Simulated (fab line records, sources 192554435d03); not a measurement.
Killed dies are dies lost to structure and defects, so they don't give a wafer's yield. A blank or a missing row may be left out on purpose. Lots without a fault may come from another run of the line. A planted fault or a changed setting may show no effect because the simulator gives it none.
Which tool did it? | flow n5_finfet | 12 lots, 33 wafers sampled, at 3 steps of a route of 1938

WHAT THE GAUGES READ, wafer by wafer
N5_BEOL_M8_OVL_MEAS_12. Usual: M8_OVL -0.6 nm, standard deviation 0.89.
lot  | measured     | on         | M8_OVL (nm)    | flag
L936 | day 10 00:14 | overlay-01 | -0.4 -0.7 0.2  |
L939 | day 10 12:01 | overlay-01 | -0.8 0.2       |
L938 | day 10 12:23 | overlay-02 | -0.5 -0.6 -0.9 |
L941 | day 11 07:25 | overlay-02 | -0.2 -0.8      |
L943 | day 12 02:11 | overlay-01 | -0.8 -1.0 -0.2 |
L947 | day 12 11:58 | overlay-01 | -2.0 -0.9      |
L946 | day 12 17:56 | overlay-02 | 0.1 0.2 -0.6   |
L948 | day 13 01:55 | overlay-02 | -0.6 0.6 0.4   |
L953 | day 14 19:01 | overlay-02 | 0.1 0.4 0.0    |
L956 | day 15 11:47 | overlay-02 | 0.6 -0.1 1.0   |
L958 | day 15 23:29 | overlay-02 | 0.5 -0.3 -1.0  |
L957 | day 15 23:36 | overlay-02 | -1.9 -2.1 -1.8 |

N5_BEOL_M8_CD_MEAS_18: pitch 80 nm, target cd 40 nm. Usual: cd_nm 39.5 nm, standard deviation 0.81.
lot  | measured     | on        | cd_nm (nm)     | flag
L936 | day 10 01:43 | cd_sem-01 | 38.6 39.0 38.7 |
L939 | day 10 12:31 | cd_sem-03 | 41.5 40.8      |
L938 | day 10 12:55 | cd_sem-02 | 40.1 38.9 39.3 |
L941 | day 11 08:10 | cd_sem-03 | 40.2 40.3      |
L943 | day 12 02:58 | cd_sem-03 | 38.4 39.2 38.1 |
L947 | day 12 12:34 | cd_sem-02 | 40.0 38.9      |
L946 | day 12 18:58 | cd_sem-01 | 37.9 38.3 37.5 |
L948 | day 13 02:26 | cd_sem-01 | 39.2 38.5 39.4 |
L953 | day 14 19:37 | cd_sem-02 | 39.5 38.8 39.2 |
L956 | day 15 12:26 | cd_sem-03 | 38.9 39.9 39.4 |
L958 | day 16 00:10 | cd_sem-02 | 39.8 39.2 40.5 |
L957 | day 16 00:25 | cd_sem-03 | 38.9 39.4 39.9 |

WHICH TOOL RAN EACH LOT (tool, then ch and the chambers of the sampled wafers, then the start)
lot  | N5_BEOL_M8_STRIP_19
L936 | rie_diel-02 ch 0,1, day 10 01:38
L939 | rie_diel-02 ch 0,3, day 10 12:27
L938 | rie_diel-02 ch 0,2, day 10 12:50
L941 | rie_diel-04 ch 2,3, day 11 08:05
L943 | rie_diel-02 ch 1,3, day 12 02:54
L947 | rie_diel-01 ch 0,2, day 12 12:30
L946 | rie_diel-01 ch 0,1, day 12 18:53
L948 | rie_diel-02 ch 2,3, day 13 02:22
L953 | rie_diel-04 ch 0,2, day 14 19:33
L956 | rie_diel-01 ch 2,3, day 15 12:22
L958 | rie_diel-02 ch 0,1, day 16 00:05
L957 | rie_diel-01 ch 0,1,2, day 16 00:20
- N5_BEOL_M8_STRIP_19: strips in O2.

WHAT THE TOOLS THEMSELVES READ (means of the sampled wafers that have a number; where no wafer has one, the mark that the record gives instead)
N5_BEOL_M8_STRIP_19. Usual: drypump_motor_current_A 5.6 A, standard deviation 0.44; oes_product_au 0.77 a.u., standard deviation 0.065; rf_vpp_V 3.6 V, standard deviation 0.64; showerhead_plenum_p_Torr 2.10 Torr, standard deviation 0.075; temp_c 39.98 C, standard deviation 0.1; throttle_valve_pct 16.68 %, standard deviation 0.17.
lot  | tool        | drypump_motor_current_A (A) | oes_product_au (a.u.) | rf_vpp_V (V) | showerhead_plenum_p_Torr (Torr) | temp_c (C) | throttle_valve_pct (%) | flag
L936 | rie_diel-02 | 5.8                         | 0.77                  | 3.2          | 2.02                            | 39.99      | 16.62                  |
L939 | rie_diel-02 | 5.5                         | 0.81                  | 3.8          | 2.08                            | 40.04      | 16.73                  |
L938 | rie_diel-02 | 6.0                         | 0.77                  | 4.5          | 2.05                            | 40.00      | 16.55                  |
L941 | rie_diel-04 | 5.2                         | 0.77                  | 3.1          | 2.14                            | 39.95      | 16.70                  |
L943 | rie_diel-02 | 5.1                         | 0.75                  | 3.4          | 2.10                            | 40.00      | 16.69                  |
L947 | rie_diel-01 | 5.9                         | 0.76                  | 3.5          | 2.06                            | 40.12      | 16.79                  |
L946 | rie_diel-01 | 6.1                         | 0.74                  | 4.0          | 2.02                            | 39.95      | 16.82                  |
L948 | rie_diel-02 | 5.5                         | 0.76                  | 3.1          | 2.15                            | 40.06      | 16.59                  |
L953 | rie_diel-04 | 5.0                         | 0.84                  | 3.5          | 2.15                            | 39.95      | 16.64                  |
L956 | rie_diel-01 | 5.5                         | 0.74                  | 3.5          | 2.07                            | 39.99      | 16.75                  |
L958 | rie_diel-02 | 5.5                         | 0.71                  | 3.0          | 2.04                            | 39.94      | 16.68                  |
L957 | rie_diel-01 | 5.9                         | 0.73                  | 3.8          | 2.04                            | 40.01      | 16.74                  |

THE ANSWER, worked out from the rows above alone
Rule: a lot is off if the mean of its wafers that have a number lies more than 3 standard deviations from the usual mean. A lot without any number at a reading at which 4 lots or more have one is off too. The other lots that the step has rows for count as sound. The gauges are gone through in route order, then the tools' own readings, and for those a lot's mean is taken as printed above. The first step at which some lot is off is used, and at that step the reading that is off furthest; a lot without a number counts as furthest.
No lot is off at any reading shown: from this, nothing can be told.

WHAT THE SIMULATOR HAD PUT IN
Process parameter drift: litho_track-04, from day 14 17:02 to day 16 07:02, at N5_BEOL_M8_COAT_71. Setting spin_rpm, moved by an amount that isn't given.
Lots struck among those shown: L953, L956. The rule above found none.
